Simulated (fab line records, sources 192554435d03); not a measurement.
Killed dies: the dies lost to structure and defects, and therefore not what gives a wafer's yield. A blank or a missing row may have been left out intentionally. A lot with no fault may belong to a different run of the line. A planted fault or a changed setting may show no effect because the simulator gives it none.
Chamber matching	flow n5Finfet	cvdCo-02 running N5_MOL_CONTACT_COAG_CO_FILL_22: 3 sister chambers
The step material Co, precursor CCTBA/H2, target thk 20 nm. 14 wafers are shown with their chamber, then 7 later ones without.

WAFERS, EACH WITH ITS CHAMBER
wafer	chamber	heaterPowerW (W)
L789.2	1	244
L789.3	2	297
L789.6	0	261
L790.2	2	299
L790.4	2	293
L790.6	1	238
L799.2	0	259
L799.3	1	255
L799.4	2	296
L800.1	0	265
L800.5	0	266
L800.6	2	301
L804.2	1	258
L804.3	2	293

SIGNATURES (means of the wafers above)
reading	chamber 0	chamber 1	chamber 2	scatter within a chamber
heaterPowerW	262.75	248.75	296.50	5.62
Rule: for a wafer and a chamber, the distance is found by dividing, reading by reading, the gap between the wafer's reading and the chamber's mean by the reading's scatter, squaring, summing and taking the root. The wafer belongs to the nearest chamber; if the next one is less than 2 further off, it can't be placed. The scatter: take each reading less its chamber's mean, square it, sum over the shown wafers, divide by the number of wafers less the number of chambers, and take the root.

WAFERS MISSING THEIR CHAMBER
wafer	heaterPowerW (W)
L804.4	296
L809.1	266
L809.3	300
L809.5	291
L811.2	290
L811.3	259
L811.5	294

WHICH CHAMBER EACH WENT THROUGH
wafer	from the rows above	in truth
L804.4	2	2
L809.1	0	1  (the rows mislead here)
L809.3	2	2
L809.5	2	2
L811.2	2	2
L811.3	can't be placed: 0 or 1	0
L811.5	2	2
Placed correctly: 5 of 7. These rows do not allow placing 1 (true chamber among the candidates in 1). Placed wrongly: 1.
